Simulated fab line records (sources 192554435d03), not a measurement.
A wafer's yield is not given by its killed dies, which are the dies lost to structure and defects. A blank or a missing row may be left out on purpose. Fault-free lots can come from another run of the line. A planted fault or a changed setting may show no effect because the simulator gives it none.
Lot-split experiment | flow n5 finfet | route with 1938 steps; 7 lots, 21 wafers read

THE SPLIT
At N5_PASSIVATION_ETCH_54 (etches SiO2 in CHF3/O2, target depth 880 nm, time 440 s), the setting time s was moved away from the recipe's 440 s on 10 of the 21 wafers read, by -21.1% to +11.7%. All remaining wafers had this setting at the recipe value.

The reading is taken at the split's own step.

THE READING
PASSIVATION.feature depth nm (the simulator's own value, which no gauge read), in nm, at N5_PASSIVATION_ETCH_54 (etches SiO2 in CHF3/O2, target depth 880 nm, time 440 s). The file does not state a usual value for it. Here, 11 wafers ran the recipe; their average is 864.5 nm with a standard deviation of 15 nm.

wafer  | tool, chamber at the split | time s as run, s | against the recipe | PASSIVATION.feature depth nm, nm | against lot-mates on the recipe
L075.2 | rie diel-03, 2             | 347.2            | -21.1%             | 699.2                            | no lot-mate on the recipe
L075.3 | rie diel-03, 1             | 347.2            | -21.1%             | 687.6                            | no lot-mate on the recipe
L075.6 | rie diel-03, 3             | 347.2            | -21.1%             | 708.8                            | no lot-mate on the recipe
L083.1 | rie diel-06, 3             | 491.7            | +11.7%             | 985.2                            | no lot-mate on the recipe
L083.4 | rie diel-06, 1             | 491.7            | +11.7%             | 975                              | no lot-mate on the recipe
L083.5 | rie diel-06, 0             | 491.7            | +11.7%             | 980.8                            | no lot-mate on the recipe
L086.3 | rie diel-03, 2             | 440              | recipe             | 876                              | -
L086.5 | rie diel-03, 3             | 440              | recipe             | 875                              | -
L086.6 | rie diel-03, 2             | 440              | recipe             | 874                              | -
L087.2 | rie diel-06, 3             | 440              | recipe             | 872.2                            | -
L087.3 | rie diel-06, 1             | 440              | recipe             | 868                              | -
L087.6 | rie diel-06, 2             | 440              | recipe             | 842.8                            | -
L091.2 | rie diel-06, 0             | 485.3            | +10.3%             | 949.2                            | +78.0
L091.3 | rie diel-06, 3             | 440              | recipe             | 871.2                            | -
L091.5 | rie diel-06, 1             | 485.3            | +10.3%             | 937.8                            | +66.6
L093.2 | rie diel-03, 0             | 440              | recipe             | 885.4                            | -
L093.5 | rie diel-03, 2             | 488              | +10.9%             | 971.8                            | +86.4
L093.6 | rie diel-03, 3             | 488              | +10.9%             | 973.4                            | +88.0
L095.2 | rie diel-02, 2             | 440              | recipe             | 863.8                            | -
L095.3 | rie diel-02, 1             | 440              | recipe             | 835.2                            | -
L095.6 | rie diel-02, 1             | 440              | recipe             | 846.2                            | -

THE FIT
A straight line over all 21 wafers: PASSIVATION.feature depth nm changes by +8.41 nm for each +1% of time s; r = +0.99; the points scatter about the line by 15 nm.
The same after taking each lot's own level away (the mean of its wafers on the recipe; 15 wafers): +7.54 nm for each +1%; r = +0.97; scatter 9.2 nm.
That fit puts the effect of the largest move of time s on the reading at 1.6e+02 nm.
From 848.40 to 885.40 nm: that is the span of the lots' own levels, equal to 2.4 times the standard deviation above.
In other words, the slope is changed by the lot-to-lot level; the two fits disagree.
Check: with one of the wafers moved furthest among these (+10.9%) left out of the fit, the line predicts +80.7 nm for it against its lot-mates. Against them it came out at +86.4 nm.

THE OTHER SPLITS THESE WAFERS WENT THROUGH
Other splits were also applied to these wafers ahead of the reading. Each is held against what the fit with the lots' levels taken away leaves over:
other split on the same wafers         | wafers away from the commonest value | r with PASSIVATION.feature depth nm (lot level and that fit taken away)
N5_BEOL_M14_ETCH_68 time s             | 5                                    | -0.28
N5_BEOL_M15_ETCH_61 time s             | 5                                    | +0.16
N5_PASSIVATION_VIA_ETCH_13 bias w      | 7                                    | -0.27
N5_PASSIVATION_SPUTTER_20 target thk a | 8                                    | -0.12
N5_PASSIVATION_EXPOSE_41 dose mj       | 5                                    | -0.01

THE WHOLE CHAIN: every reading that the file lists as answering this split, in the file's order
step                   | what it does                                            | reading                                                                       | change (the file's fit)              | r (the file's)
N5_PASSIVATION_ETCH_54 | etches SiO2 in CHF3/O2, target depth 880 nm, time 440 s | etch.depth nm (the simulator's own value, which no gauge read)                | +7.53 nm for each +1% of the setting | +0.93
N5_PASSIVATION_ETCH_54 | etches SiO2 in CHF3/O2, target depth 880 nm, time 440 s | PASSIVATION.feature depth nm (the simulator's own value, which no gauge read) | +7.54 nm for each +1% of the setting | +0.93

FILE'S OWN FIT
PASSIVATION.feature depth nm changes by +7.54 nm for each +1% of time s, r = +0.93.
